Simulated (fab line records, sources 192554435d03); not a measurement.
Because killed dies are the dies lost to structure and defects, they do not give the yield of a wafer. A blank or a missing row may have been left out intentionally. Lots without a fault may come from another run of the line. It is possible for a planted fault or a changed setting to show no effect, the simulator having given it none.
fab line records	flow n5-finfet
record lots=24	wafers=72	last-day=18
route steps=1938 shown BEOL_M1@799 BEOL_M2@860
lots that met no fault: taken from a fault-free run of the same line
start-h: hours from the record's first day to the start of the lot's first wafer shown	wait-h: hours since the lot's step before	" unchanged from the row above	L1.1+2: a single row standing in for several wafers	- no value, or no start was given	* or withheld: withheld	< > ~ a bound
route shown NAME@n: NAME is a module with steps in the file, n the number in the route of the first one	usual: the fault-free wafers' mean and standard deviation	same: alike in all rows	chamber/n: place in a boat	sites: the reading at each site	_std_site: standard deviation of those values	_edge_site: the outer-site mean with the inner-site mean subtracted	radius-mm: for every site, how far away it sits from the centre of the wafer	mask NAME#n: copy n	behind: the tool/chamber that last shaped the wafer	hold: reason for holding the lot/hours on hold/outcome of the hold	device: transistor that didn't switch, given as n, p or np	end of line: the tests these same wafers got at the end of their route	for a step that has no rows: nothing shown but its recipe	killed: not the wafer's yield, but the dies lost to structure and defects at the first sort	map: shows each die of a wafer: x if killed, . if not, _ if none is there
set.NAME: setting as actually run; set.NAME@STEP: the setting as run at that earlier step	model.NAME: the simulator's own value behind a step, which no gauge read
the route's steps for a sample of lots (tables are steps, rows are wafers)
services: from which hour (start-h, from the record's first day; less than 0 if before it) a tool's chamber was out of use, for how many hours, and why
## steps
# step N5_BEOL_M1_STRIP_36
# recipe chemistry=N2/H2	power-w=450	temp-c=40	pressure-mtorr=20	rf-frequency-hz=6e+07	overash-fraction=0.3	bias-power-w=7	h2-frac=0.5	n2-flow-sccm=200	h2-flow-sccm=200
# usual drypump-motor-current-A=5.7/0.38	oes-product-au=0.78/0.082	rf-vpp-V=59.3/1.4	showerhead-plenum-p-Torr=2.54/0.096	throttle-valve-pct=23.5/0.41
# same overash-fraction=0.3
lot.wafer	tool	chamber	start-h	wait-h	drypump-motor-current-A	oes-product-au	rf-hours-counter-h	rf-vpp-V	showerhead-plenum-p-Torr	throttle-valve-pct
L074.1	rie-diel-01	0	135.59	0.0	5.2	0.74	162	60.0	2.65	23.8
L074.2	"	3	"	"	6.2	0.91	34	60.2	2.48	23.2
L074.3	"	1	"	"	5.9	0.73	181	58.7	2.52	23.3
L077.3	rie-diel-03	2	142.94	0.0	5.2	0.77	155	57.4	2.45	23.3
L077.4	"	0	"	"	5.2	0.86	-	57.8	2.70	23.5
L077.6	"	3	"	"	5.9	0.70	-	60.6	2.64	24.7
L075.3	rie-diel-06	3	146.94	0.0	5.3	0.85	55	58.8	2.67	23.6
L075.4	"	0	"	"	5.8	0.91	29	59.1	2.47	23.2
L075.6	"	3	"	"	5.3	0.85	-	60.3	2.67	23.5
L076.3	rie-diel-03	2	147.05	0.0	5.2	0.78	157	55.7	2.45	23.2
L076.4	"	0	"	"	5.2	0.85	-	58.1	2.70	23.5
L076.6	"	2	"	"	5.2	0.77	-	56.4	2.45	23.3
L078.2	rie-diel-01	2	150.14	0.0	6.1	0.71	209	58.8	2.41	23.6
L078.4	"	0	"	"	5.2	0.73	167	60.3	2.64	23.9
L078.5	"	1	"	"	5.8	0.73	-	61.0	2.52	23.3
L080.1	rie-diel-01	2	160.85	0.0	6.1	0.71	212	59.2	2.40	23.6
L080.4	"	3	"	"	6.2	0.90	41	59.4	2.48	23.2
L080.6	"	2	"	"	6.1	0.71	-	59.4	2.40	23.6
L079.3	rie-diel-06	2	160.89	0.0	5.2	0.71	201	59.1	2.52	24.0
L079.4	"	0	"	"	5.8	0.89	32	61.5	2.47	23.2
L079.6	"	1	"	"	5.9	0.87	-	59.7	2.58	23.0
L081.1	rie-diel-06	0	167.82	0.0	5.8	0.90	34	60.1	2.47	23.2
L081.2	"	3	"	"	5.3	0.85	59	57.7	2.67	23.5
L081.5	"	2	"	"	5.2	0.71	-	59.1	2.52	24.0
L082.1	rie-diel-01	3	172.97	0.0	6.3	0.89	45	60.3	2.47	23.2
L082.4	"	2	"	"	6.1	0.70	215	58.8	2.40	23.6
L082.5	"	3	"	"	6.3	0.91	-	61.8	2.47	23.2
L083.1	rie-diel-06	1	186.88	0.0	5.9	0.85	44	62.1	2.57	23.0
L083.2	"	3	"	"	5.3	0.84	64	61.9	2.67	23.5
L083.5	"	3	"	"	5.3	0.82	-	59.4	2.67	23.6
L085.2	rie-diel-01	0	200.70	0.0	5.2	0.70	181	58.7	2.64	23.9
L085.4	"	3	"	"	6.2	0.88	54	60.1	2.47	23.2
L085.6	"	1	"	"	5.8	0.70	-	59.1	2.52	23.3
L086.1	rie-diel-03	1	208.33	0.0	6.0	0.79	92	59.1	2.68	23.1
L086.2	"	2	"	"	5.2	0.75	173	58.1	2.44	23.3
L086.4	"	3	"	"	5.9	0.68	246	59.7	2.63	24.7
L084.1	rie-diel-01	0	213.14	0.0	5.2	0.71	183	61.8	2.64	23.9
L084.5	"	3	"	"	6.3	0.88	-	60.4	2.47	23.2
L084.6	"	0	"	"	5.2	0.70	-	60.3	2.64	23.8
L087.1	rie-diel-06	2	213.18	0.0	5.2	0.70	218	59.5	2.52	24.0
L087.2	"	0	"	"	5.8	0.89	47	60.8	2.46	23.2
L087.6	"	0	"	"	5.8	0.88	-	59.5	2.46	23.3
L088.2	rie-diel-03	3	215.16	0.0	5.9	0.66	247	59.6	2.63	24.7
L088.5	"	2	"	"	5.2	0.73	-	56.3	2.44	23.3
L088.6	"	3	"	"	5.8	0.68	-	61.1	2.63	24.7
L090.2	rie-diel-01	1	220.93	0.0	5.8	0.71	206	59.1	2.51	23.3
L090.3	"	2	"	"	6.1	0.68	229	58.0	2.40	23.6
L090.4	"	3	"	"	6.2	0.88	58	56.0	2.47	23.2
L089.3	rie-diel-01	3	223.31	0.0	6.2	0.88	59	61.1	2.47	23.2
L089.4	"	2	"	"	6.1	0.70	230	57.6	2.40	23.6
L089.5	"	2	"	"	6.1	0.69	-	59.5	2.40	23.6
L091.1	rie-diel-06	1	230.52	0.0	5.9	0.86	54	59.0	2.57	23.0
L091.3	"	2	"	"	5.3	0.70	224	59.5	2.51	24.0
L091.4	"	0	"	"	5.8	0.89	53	58.7	2.46	23.2
L092.2	rie-diel-01	2	240.82	0.0	6.1	0.69	237	59.6	2.39	23.7
L092.5	"	2	"	"	6.1	0.69	-	58.0	2.39	23.7
L092.6	"	3	"	"	6.3	0.85	-	59.0	2.47	23.2
L093.1	rie-diel-01	3	241.24	0.0	6.3	0.87	65	58.7	2.47	23.2
L093.2	"	2	"	"	6.1	0.69	237	58.7	2.39	23.6
L093.3	"	1	"	"	5.9	0.70	213	61.7	2.51	23.3
L094.4	rie-diel-03	2	248.30	0.0	5.2	0.73	184	57.9	2.44	23.3
L094.5	"	2	"	"	5.2	0.72	-	57.8	2.44	23.3
L094.6	"	1	"	"	6.0	0.78	-	58.8	2.67	23.1
L095.2	rie-diel-06	2	251.88	0.0	5.2	0.69	231	60.2	2.51	24.0
L095.4	"	0	"	"	5.8	0.86	-	60.1	2.46	23.3
L095.5	"	1	"	"	5.9	0.84	-	59.0	2.56	23.1
L096.1	rie-diel-01	1	253.94	0.0	5.9	0.70	218	58.5	2.51	23.3
L096.2	"	0	"	"	5.2	0.70	197	57.4	2.63	23.9
L096.4	"	3	"	"	6.2	0.86	69	60.6	2.47	23.2
L097.4	rie-diel-03	2	271.07	0.0	5.2	0.72	191	57.3	2.43	23.3
L097.5	"	3	"	"	5.9	0.94	-	58.3	2.63	24.5
L097.6	"	0	"	"	5.2	0.82	-	61.0	2.68	23.5
# step N5_BEOL_M1_SPUTTER_81
# recipe material=Cu	target-thk-a=45	temp-c=-20	chamber-pressure-pa=0.07	power-w=withheld	time-s=8.29
# usual throttle-valve-pct=29.6/1
lot.wafer	tool	chamber	start-h	wait-h	throttle-valve-pct
L074.1	pvd-sputter-01	-	137.08	0.1	31.3
L074.2	"	-	"	"	28.8
L074.3	"	-	"	"	30.0
L077.3	pvd-sputter-02	-	145.89	0.1	29.6
L077.4	"	-	"	"	30.2
L077.6	"	-	"	"	30.8
L075.3	pvd-sputter-01	-	148.65	0.1	28.2
L075.4	"	-	"	"	30.3
L075.6	"	-	"	"	30.0
L076.3	pvd-sputter-02	-	148.88	0.1	30.1
L076.4	"	-	"	"	29.0
L076.6	"	-	"	"	29.7
L078.2	pvd-sputter-02	-	151.93	0.1	30.3
L078.4	"	-	"	"	29.9
L078.5	"	-	"	"	30.5
L080.1	pvd-sputter-02	-	162.58	0.1	28.6
L080.4	"	-	"	"	30.5
L080.6	"	-	"	"	30.2
L079.3	pvd-sputter-03	-	162.76	0.1	31.2
L079.4	"	-	"	"	29.4
L079.6	"	-	"	"	29.3
L081.1	pvd-sputter-03	-	169.86	0.1	28.2
L081.2	"	-	"	"	29.6
L081.5	"	-	"	"	29.1
L082.1	pvd-sputter-03	-	176.29	0.1	29.3
L082.4	"	-	"	"	27.8
L082.5	"	-	"	"	29.7
L083.1	pvd-sputter-02	-	188.93	0.1	30.8
L083.2	"	-	"	"	28.9
L083.5	"	-	"	"	29.7
L085.2	pvd-sputter-01	-	202.40	0.1	28.7
L085.4	"	-	"	"	28.3
L085.6	"	-	"	"	31.3
L086.1	pvd-sputter-01	-	211.66	0.1	30.6
L086.2	"	-	"	"	28.9
L086.4	"	-	"	"	31.2
L084.1	pvd-sputter-02	-	214.83	0.1	28.7
L084.5	"	-	"	"	30.2
L084.6	"	-	"	"	30.4
L087.1	pvd-sputter-03	-	214.90	0.1	29.5
L087.2	"	-	"	"	29.8
L087.6	"	-	"	"	28.0
L088.2	pvd-sputter-01	-	216.72	0.1	31.1
L088.5	"	-	"	"	28.6
L088.6	"	-	"	"	31.4
L090.2	pvd-sputter-01	-	222.52	0.1	29.2
L090.3	"	-	"	"	31.4
L090.4	"	-	"	"	28.1
L089.3	pvd-sputter-03	-	225.05	0.1	29.9
L089.4	"	-	"	"	31.0
L089.5	"	-	"	"	28.0
L091.1	pvd-sputter-03	-	232.09	0.1	28.0
L091.3	"	-	"	"	31.4
L091.4	"	-	"	"	29.8
L092.2	pvd-sputter-03	-	242.53	0.1	30.0
L092.5	"	-	"	"	27.8
L092.6	"	-	"	"	29.4
L093.1	pvd-sputter-02	-	242.64	0.1	29.4
L093.2	"	-	"	"	30.6
L093.3	"	-	"	"	30.2
L094.4	pvd-sputter-03	-	249.97	0.1	29.3
L094.5	"	-	"	"	27.9
L094.6	"	-	"	"	29.8
L095.2	pvd-sputter-01	-	254.51	0.1	31.4
L095.4	"	-	"	"	28.4
L095.5	"	-	"	"	30.2
L096.1	pvd-sputter-02	-	256.32	0.1	29.6
L096.2	"	-	"	"	30.0
L096.4	"	-	"	"	30.6
L097.4	pvd-sputter-01	-	272.62	0.1	30.8
L097.5	"	-	"	"	28.8
L097.6	"	-	"	"	31.3
# step N5_BEOL_M1_SPUTTER_92
# recipe material=Cu	target-thk-a=45	temp-c=-20	chamber-pressure-pa=0.07	power-w=withheld	time-s=8.29
# usual throttle-valve-pct=29.7/1
lot.wafer	tool	chamber	start-h	wait-h	throttle-valve-pct
L074.1	pvd-sputter-01	-	137.96	0.1	31.3
L074.2	"	-	"	"	29.0
L074.3	"	-	"	"	30.2
L077.3	pvd-sputter-02	-	146.77	0.1	29.7
L077.4	"	-	"	"	30.1
L077.6	"	-	"	"	30.8
L075.3	pvd-sputter-01	-	149.53	0.1	28.3
L075.4	"	-	"	"	30.0
L075.6	"	-	"	"	30.3
L076.3	pvd-sputter-02	-	149.76	0.1	30.3
L076.4	"	-	"	"	28.8
L076.6	"	-	"	"	29.6
L078.2	pvd-sputter-02	-	152.81	0.1	30.6
L078.4	"	-	"	"	29.6
L078.5	"	-	"	"	30.7
L080.1	pvd-sputter-02	-	163.46	0.1	28.9
L080.4	"	-	"	"	30.5
L080.6	"	-	"	"	29.9
L079.3	pvd-sputter-03	-	163.64	0.1	31.3
L079.4	"	-	"	"	29.6
L079.6	"	-	"	"	29.4
L081.1	pvd-sputter-03	-	170.74	0.1	28.0
L081.2	"	-	"	"	29.8
L081.5	"	-	"	"	29.5
L082.1	pvd-sputter-03	-	177.17	0.1	29.4
L082.4	"	-	"	"	28.1
L082.5	"	-	"	"	29.9
L083.1	pvd-sputter-02	-	189.81	0.1	30.5
L083.2	"	-	"	"	28.7
L083.5	"	-	"	"	29.9
L085.2	pvd-sputter-01	-	203.28	0.1	28.5
L085.4	"	-	"	"	28.5
L085.6	"	-	"	"	31.1
L086.1	pvd-sputter-01	-	212.54	0.1	30.2
L086.2	"	-	"	"	28.9
L086.4	"	-	"	"	31.3
L084.1	pvd-sputter-02	-	215.71	0.1	28.9
L084.5	"	-	"	"	30.0
L084.6	"	-	"	"	30.3
L087.1	pvd-sputter-03	-	215.78	0.1	29.4
L087.2	"	-	"	"	29.9
L087.6	"	-	"	"	27.8
L088.2	pvd-sputter-01	-	217.60	0.1	31.4
L088.5	"	-	"	"	28.2
L088.6	"	-	"	"	31.3
L090.2	pvd-sputter-01	-	223.40	0.1	28.9
L090.3	"	-	"	"	31.3
L090.4	"	-	"	"	28.2
L089.3	pvd-sputter-03	-	225.93	0.1	29.7
L089.4	"	-	"	"	31.1
L089.5	"	-	"	"	27.9
L091.1	pvd-sputter-03	-	232.97	0.1	28.0
L091.3	"	-	"	"	31.2
L091.4	"	-	"	"	30.0
L092.2	pvd-sputter-03	-	243.41	0.1	29.7
L092.5	"	-	"	"	27.9
L092.6	"	-	"	"	29.7
L093.1	pvd-sputter-02	-	243.52	0.1	29.9
L093.2	"	-	"	"	30.7
L093.3	"	-	"	"	30.0
L094.4	pvd-sputter-03	-	250.85	0.1	29.4
L094.5	"	-	"	"	27.7
L094.6	"	-	"	"	29.6
L095.2	pvd-sputter-01	-	255.39	0.1	31.2
L095.4	"	-	"	"	28.3
L095.5	"	-	"	"	30.4
L096.1	pvd-sputter-02	-	257.20	0.1	29.9
L096.2	"	-	"	"	30.1
L096.4	"	-	"	"	30.3
L097.4	pvd-sputter-01	-	273.50	0.1	31.1
L097.5	"	-	"	"	29.0
L097.6	"	-	"	"	31.3
# step N5_BEOL_M2_ETCH_64
# recipe chemistry=N2/H2	target=SOC	target-depth-a=750	overetch-a=225	mask-material=SiARC	temp-c=40	time-s=121.9	ion-energy-ev=200	pressure-mtorr=30	source-w=840	bias-w=150	n2-flow-sccm=200	h2-flow-sccm=200
# usual drypump-motor-current-A=5.5/0.36	oes-product-au=0.58/0.058	rf-vpp-V=523.8/3	showerhead-plenum-p-Torr=2.54/0.098	throttle-valve-pct=17.81/0.23
lot.wafer	tool	chamber	start-h	wait-h	drypump-motor-current-A	oes-product-au	rf-hours-counter-h	rf-vpp-V	showerhead-plenum-p-Torr	throttle-valve-pct
L074.1	rie-diel-04	3	141.44	0.0	5.6	0.55	180	519.7	2.43	17.81
L074.2	"	2	"	"	4.8	0.69	28	521.7	2.48	17.54
L074.3	"	0	"	"	5.8	0.54	183	520.9	2.43	17.96
L077.3	rie-diel-04	2	150.76	0.0	4.8	0.69	30	522.8	2.48	17.54
L077.4	"	0	"	"	5.9	0.54	185	521.0	2.43	17.99
L077.6	"	0	"	"	5.9	0.54	-	521.1	2.43	17.97
L076.3	rie-diel-02	1	152.10	0.0	5.0	0.67	24	525.0	2.59	17.42
L076.4	"	3	"	"	5.4	0.69	27	524.9	2.58	17.56
L076.6	"	0	"	"	5.7	0.55	-	519.1	2.44	18.09
L075.3	rie-diel-04	3	154.04	0.0	5.6	0.54	184	520.0	2.42	17.83
L075.4	"	0	"	"	5.9	0.54	187	521.1	2.43	17.99
L075.6	"	1	"	"	5.3	0.54	-	526.0	2.61	17.93
L078.2	rie-diel-04	2	155.28	0.0	4.8	0.68	32	523.2	2.48	17.55
L078.4	"	0	"	"	5.9	0.53	188	521.2	2.42	17.97
L078.5	"	3	"	"	5.6	0.54	-	520.7	2.42	17.81
L080.1	rie-diel-04	3	168.19	0.0	5.7	0.54	189	519.7	2.42	17.82
L080.4	"	2	"	"	4.8	0.67	-	523.3	2.47	17.56
L080.6	"	3	"	"	5.6	0.54	-	519.7	2.42	17.82
L079.3	rie-diel-04	3	168.53	0.0	5.6	0.54	189	520.7	2.42	17.82
L079.4	"	3	"	"	5.6	0.54	-	521.5	2.42	17.82
L079.6	"	0	"	"	5.9	0.53	-	520.6	2.42	17.98
L081.1	rie-diel-05	2	173.96	0.0	5.9	0.54	195	525.9	2.64	17.85
L081.2	"	1	"	"	5.5	0.56	190	520.8	2.43	18.00
L081.5	"	2	"	"	5.9	0.55	-	526.2	2.64	17.84
L082.1	rie-diel-02	2	181.57	0.0	5.9	0.55	197	525.4	2.64	18.00
L082.4	"	3	"	"	5.4	0.68	36	525.0	2.57	17.57
L082.5	"	1	"	"	5.0	0.66	-	526.1	2.59	17.44
L083.1	rie-diel-02	0	192.81	0.0	5.7	0.54	203	519.3	2.44	18.10
L083.2	"	3	"	"	5.4	0.67	40	525.1	2.57	17.57
L083.5	"	2	"	"	5.9	0.55	-	525.8	2.64	18.01
L085.2	rie-diel-02	3	207.86	0.0	5.4	0.66	45	524.6	2.57	17.59
L085.4	"	1	"	"	5.0	0.65	41	524.8	2.58	17.46
L085.6	"	1	"	"	5.0	0.65	-	525.8	2.58	17.45
L086.1	rie-diel-02	1	215.61	0.0	5.0	0.64	44	524.8	2.58	17.47
L086.2	"	2	"	"	5.9	0.53	209	527.6	2.64	18.04
L086.4	"	3	"	"	5.4	0.66	48	523.1	2.57	17.59
L084.1	rie-diel-02	0	219.67	0.0	5.7	0.53	213	519.0	2.43	18.12
L084.5	"	1	"	"	5.0	0.64	-	525.1	2.58	17.47
L084.6	"	2	"	"	5.9	0.54	-	526.1	2.64	18.03
L087.1	rie-diel-05	2	220.31	0.0	5.9	0.53	212	526.5	2.63	17.88
L087.2	"	3	"	"	5.7	0.66	32	528.2	2.71	17.69
L087.6	"	2	"	"	5.9	0.53	-	525.4	2.63	17.87
L088.2	rie-diel-05	3	221.08	0.0	5.7	0.66	32	529.4	2.71	17.69
L088.5	"	3	"	"	5.7	0.67	-	527.7	2.71	17.69
L088.6	"	2	"	"	5.9	0.53	-	524.8	2.63	17.89
L090.2	rie-diel-05	0	226.61	0.0	4.9	0.60	93	524.9	2.57	17.45
L090.3	"	2	"	"	5.9	0.53	217	526.0	2.63	17.89
L090.4	"	3	"	"	5.7	0.66	36	528.4	2.70	17.68
L089.3	rie-diel-02	3	229.21	0.0	5.4	0.66	54	524.4	2.56	17.60
L089.4	"	2	"	"	5.9	0.54	216	526.7	2.64	18.03
L089.5	"	0	"	"	5.7	0.53	-	519.6	2.43	18.13
L091.1	rie-diel-02	3	235.69	0.0	5.4	0.67	56	526.2	2.56	17.60
L091.3	"	2	"	"	5.9	0.53	220	526.6	2.63	18.04
L091.4	"	1	"	"	5.0	0.64	55	525.1	2.58	17.47
L092.2	rie-diel-05	2	246.40	0.0	5.9	0.54	219	526.8	2.63	17.90
L092.5	"	1	"	"	5.5	0.55	-	520.0	2.42	18.02
L092.6	"	2	"	"	5.9	0.53	-	527.2	2.63	17.89
L093.1	rie-diel-05	3	246.64	0.0	5.7	0.65	39	528.1	2.70	17.70
L093.2	"	2	"	"	5.9	0.53	219	524.7	2.63	17.91
L093.3	"	0	"	"	4.9	0.59	95	524.8	2.57	17.45
L094.4	rie-diel-02	3	253.78	0.0	5.4	0.65	65	523.9	2.56	17.60
L094.5	"	0	"	"	5.7	0.53	-	520.9	2.43	18.15
L094.6	"	3	"	"	5.4	0.64	-	525.1	2.56	17.61
L095.2	rie-diel-05	0	262.27	0.0	5.0	0.59	100	523.5	2.57	17.46
L095.4	"	2	"	"	5.9	0.53	225	524.7	2.62	17.89
L095.5	"	3	"	"	5.7	0.64	-	527.2	2.70	17.71
L096.1	rie-diel-05	2	262.57	0.0	5.9	0.53	225	526.8	2.62	17.90
L096.2	"	3	"	"	5.7	0.65	44	529.5	2.70	17.71
L096.4	"	0	"	"	4.9	0.59	101	523.9	2.57	17.46
L097.4	rie-diel-02	1	276.52	0.0	5.0	0.62	68	523.8	2.57	17.50
L097.5	"	0	"	"	5.7	0.52	-	521.0	2.42	18.16
L097.6	"	3	"	"	5.4	0.64	-	525.2	2.56	17.63
# step N5_BEOL_M2_STRIP_97
# recipe chemistry=N2/H2	time-s=10	power-w=450	temp-c=40	pressure-mtorr=20	rf-frequency-hz=6e+07	bias-power-w=7	n2-flow-sccm=200	h2-flow-sccm=200
# usual drypump-motor-current-A=5.5/0.38	oes-product-au=0.78/0.085	rf-vpp-V=59.1/0.97	showerhead-plenum-p-Torr=2.54/0.094	throttle-valve-pct=23.59/0.28
lot.wafer	tool	chamber	start-h	wait-h	drypump-motor-current-A	oes-product-au	rf-hours-counter-h	rf-vpp-V	showerhead-plenum-p-Torr	throttle-valve-pct
L074.1	rie-diel-04	1	-	-	5.3	0.71	206	59.8	2.61	23.67
L074.2	"	3	"	"	5.7	0.71	181	58.4	2.42	23.51
L074.3	"	0	"	"	5.9	0.71	183	58.0	2.42	23.85
L077.3	rie-diel-05	3	-	-	5.7	0.94	10	61.3	2.71	23.55
L077.4	"	0	"	"	4.9	0.81	73	58.5	2.57	23.15
L077.6	"	3	"	"	5.7	0.93	-	59.4	2.71	23.54
L076.3	rie-diel-02	1	-	-	4.9	0.89	27	61.0	2.59	23.26
L076.4	"	3	"	"	5.4	0.93	32	60.1	2.57	23.32
L076.6	"	0	"	"	5.7	0.71	-	59.6	2.44	24.10
L075.3	rie-diel-05	3	-	-	5.8	0.93	11	62.0	2.71	23.54
L075.4	"	1	"	"	5.5	0.75	185	59.6	2.43	23.86
L075.6	"	1	"	"	5.5	0.75	-	58.5	2.43	23.86
L078.2	rie-diel-02	2	-	-	5.9	0.71	192	60.2	2.64	23.67
L078.4	"	1	"	"	4.9	0.89	27	61.3	2.59	23.24
L078.5	"	2	"	"	5.9	0.72	-	60.2	2.64	23.67
L080.1	rie-diel-02	3	-	-	5.4	0.91	34	59.3	2.57	23.34
L080.4	"	2	"	"	5.9	0.72	-	59.5	2.64	23.67
L080.6	"	0	"	"	5.7	0.71	-	58.8	2.44	24.09
L079.3	rie-diel-02	2	-	-	5.9	0.70	194	59.2	2.64	23.69
L079.4	"	3	"	"	5.4	0.90	-	60.0	2.57	23.33
L079.6	"	2	"	"	5.9	0.71	-	58.8	2.64	23.67
L081.1	rie-diel-05	3	-	-	5.7	0.91	16	59.9	2.71	23.54
L081.2	"	0	"	"	5.0	0.79	80	57.7	2.57	23.15
L081.5	"	3	"	"	5.7	0.91	-	60.8	2.71	23.54
L082.1	rie-diel-02	2	-	-	5.9	0.71	198	58.6	2.64	23.68
L082.4	"	1	"	"	4.9	0.88	33	59.5	2.58	23.25
L082.5	"	1	"	"	4.9	0.87	-	58.3	2.58	23.27
L083.1	rie-diel-04	1	-	-	5.3	0.70	222	59.6	2.60	23.68
L083.2	"	2	"	"	4.8	0.87	48	59.4	2.46	23.29
L083.5	"	3	"	"	5.6	0.70	-	59.1	2.41	23.55
L085.2	rie-diel-02	2	-	-	5.9	0.70	207	59.2	2.64	23.68
L085.4	"	3	"	"	5.4	0.88	46	59.4	2.56	23.35
L085.6	"	1	"	"	5.0	0.86	-	59.5	2.58	23.26
L086.1	rie-diel-02	0	-	-	5.7	0.70	213	59.9	2.43	24.13
L086.2	"	2	"	"	5.9	0.70	212	59.1	2.63	23.70
L086.4	"	1	"	"	5.0	0.85	47	57.8	2.58	23.27
L084.1	rie-diel-02	3	-	-	5.4	0.88	50	60.5	2.56	23.37
L084.5	"	0	"	"	5.7	0.70	-	57.0	2.43	24.11
L084.6	"	1	"	"	5.0	0.85	-	59.3	2.58	23.28
L087.1	rie-diel-05	2	-	-	5.9	0.70	215	58.4	2.62	23.70
L087.2	"	3	"	"	5.7	0.88	34	59.2	2.70	23.58
L087.6	"	2	"	"	5.9	0.70	-	59.3	2.62	23.70
L088.2	rie-diel-02	3	-	-	5.4	0.87	51	58.8	2.56	23.35
L088.5	"	2	"	"	5.9	0.70	-	59.3	2.63	23.69
L088.6	"	3	"	"	5.4	0.88	-	59.7	2.56	23.35
L090.2	rie-diel-04	2	-	-	4.8	0.87	54	57.8	2.46	23.31
L090.3	"	1	"	"	5.3	0.70	228	59.4	2.60	23.71
L090.4	"	0	"	"	5.9	0.70	209	58.3	2.41	23.87
L089.3	rie-diel-02	2	-	-	5.9	0.70	219	59.2	2.63	23.70
L089.4	"	3	"	"	5.4	0.87	56	60.1	2.56	23.35
L089.5	"	1	"	"	5.0	0.84	-	58.7	2.57	23.28
L091.1	rie-diel-04	0	-	-	5.9	0.68	215	57.6	2.41	23.89
L091.3	"	3	"	"	5.7	0.69	212	57.7	2.41	23.56
L091.4	"	2	"	"	4.8	0.85	60	57.0	2.46	23.31
L092.2	rie-diel-05	3	-	-	5.7	0.86	40	58.6	2.70	23.57
L092.5	"	1	"	"	5.5	0.72	-	59.9	2.41	23.90
L092.6	"	0	"	"	4.9	0.78	-	60.2	2.56	23.18
L093.1	rie-diel-02	0	-	-	5.7	0.69	230	57.4	2.42	24.15
L093.2	"	3	"	"	5.4	0.86	67	58.9	2.55	23.37
L093.3	"	1	"	"	5.0	0.82	64	59.0	2.57	23.30
L094.4	rie-diel-04	3	-	-	5.7	0.68	-	58.6	2.41	23.58
L094.5	"	3	"	"	5.7	0.69	-	57.4	2.41	23.58
L094.6	"	2	"	"	4.8	0.84	-	58.1	2.46	23.33
L095.2	rie-diel-04	2	-	-	4.8	0.85	69	58.6	2.46	23.33
L095.4	"	3	"	"	5.6	0.68	-	59.7	2.40	23.58
L095.5	"	3	"	"	5.6	0.68	-	58.8	2.40	23.56
L096.1	rie-diel-02	2	-	-	5.9	0.69	233	57.9	2.62	23.72
L096.2	"	3	"	"	5.4	0.86	71	59.5	2.55	23.37
L096.4	"	1	"	"	4.9	0.83	67	59.8	2.57	23.32
L097.4	rie-diel-02	0	-	-	5.7	0.68	235	59.6	2.42	24.15
L097.5	"	2	"	"	5.9	0.69	-	59.2	2.62	23.72
L097.6	"	3	"	"	5.4	0.86	-	59.7	2.55	23.38
# step N5_BEOL_M2_DEGAS_44
# recipe ambient=vacuum	temp-c=250	time-s=60
# usual heater-power-w=343/58
lot.wafer	tool	chamber	start-h	wait-h	heater-power-w
L074.1	pvd-sputter-03	-	143.25	0.0	459
L074.2	"	-	"	"	279
L074.3	"	-	"	"	331
L077.3	pvd-sputter-02	-	158.51	0.0	417
L077.4	"	-	"	"	421
L077.6	"	-	"	"	267
L076.3	pvd-sputter-02	-	161.66	0.4	411
L076.4	"	-	"	"	409
L076.6	"	-	"	"	278
L075.3	pvd-sputter-03	-	162.24	1.0	335
L075.4	"	-	"	"	309
L075.6	"	-	"	"	282
L078.2	pvd-sputter-01	-	164.86	0.3	331
L078.4	"	-	"	"	330
L078.5	"	-	"	"	345
L080.1	pvd-sputter-01	-	169.84	0.0	335
L080.4	"	-	"	"	286
L080.6	"	-	"	"	291
L079.3	pvd-sputter-01	-	170.30	0.1	330
L079.4	"	-	"	"	287
L079.6	"	-	"	"	323
L081.1	pvd-sputter-02	-	177.54	0.5	373
L081.2	"	-	"	"	282
L081.5	"	-	"	"	280
L082.1	pvd-sputter-03	-	184.80	0.1	343
L082.4	"	-	"	"	479
L082.5	"	-	"	"	327
L083.1	pvd-sputter-03	-	196.66	0.1	318
L083.2	"	-	"	"	274
L083.5	"	-	"	"	276
L085.2	pvd-sputter-03	-	212.10	0.6	305
L085.4	"	-	"	"	337
L085.6	"	-	"	"	302
L086.1	pvd-sputter-01	-	221.89	0.2	343
L086.2	"	-	"	"	324
L086.4	"	-	"	"	333
L084.1	pvd-sputter-02	-	222.75	0.1	422
L084.5	"	-	"	"	405
L084.6	"	-	"	"	367
L087.1	pvd-sputter-01	-	225.01	0.1	345
L087.2	"	-	"	"	295
L087.6	"	-	"	"	324
L088.2	pvd-sputter-01	-	225.17	0.1	293
L088.5	"	-	"	"	336
L088.6	"	-	"	"	330
L090.2	pvd-sputter-03	-	231.35	0.3	313
L090.3	"	-	"	"	339
L090.4	"	-	"	"	484
L089.3	pvd-sputter-01	-	234.75	0.6	314
L089.4	"	-	"	"	341
L089.5	"	-	"	"	332
L091.1	pvd-sputter-02	-	242.10	0.0	416
L091.3	"	-	"	"	371
L091.4	"	-	"	"	278
L092.2	pvd-sputter-03	-	251.61	2.1	332
L092.5	"	-	"	"	309
L092.6	"	-	"	"	274
L093.1	pvd-sputter-03	-	262.51	0.3	329
L093.2	"	-	"	"	282
L093.3	"	-	"	"	305
L094.4	pvd-sputter-01	-	266.95	0.4	340
L094.5	"	-	"	"	328
L094.6	"	-	"	"	325
L095.2	pvd-sputter-03	-	267.32	0.3	310
L095.4	"	-	"	"	277
L095.5	"	-	"	"	330
L096.1	pvd-sputter-01	-	271.78	0.1	333
L096.2	"	-	"	"	333
L096.4	"	-	"	"	331
L097.4	pvd-sputter-02	-	278.24	0.0	401
L097.5	"	-	"	"	378
L097.6	"	-	"	"	272
## services
tool	chamber	start-h	hours	kind
rie-diel-05	0	113.45	3.9	repair
rie-diel-05	-	116.55	0.5	repair
rie-diel-05	3	117.37	-	clean
rie-diel-05	3	117.37	-	consumable-replace:focus-ring
rie-diel-05	3	117.37	-	consumable-replace:showerhead
rie-diel-05	3	117.37	14.9	scheduled-down
pvd-sputter-03	-	124.48	12.1	repair
pvd-sputter-01	-	129.67	3.7	repair
rie-diel-04	3	144.48	1.3	repair
pvd-sputter-03	-	150.18	7.7	repair
rie-diel-04	1	165.57	6.6	repair
rie-diel-02	1	169.13	2.1	repair
rie-diel-06	0	191.26	3.2	repair
rie-diel-03	0	195.40	6.6	repair
rie-diel-06	1	206.40	12.2	repair
rie-diel-04	-	212.45	14.6	pm
rie-diel-05	0	213.96	11.5	repair
rie-diel-06	-	215.37	0.3	repair
rie-diel-03	3	218.34	1.6	repair
rie-diel-03	-	218.39	7.2	repair
rie-diel-06	3	248.87	4.0	repair
rie-diel-05	1	253.43	2.5	repair
rie-diel-01	1	271.31	18.5	repair
rie-diel-02	-	273.16	0.6	repair
## key
fault none
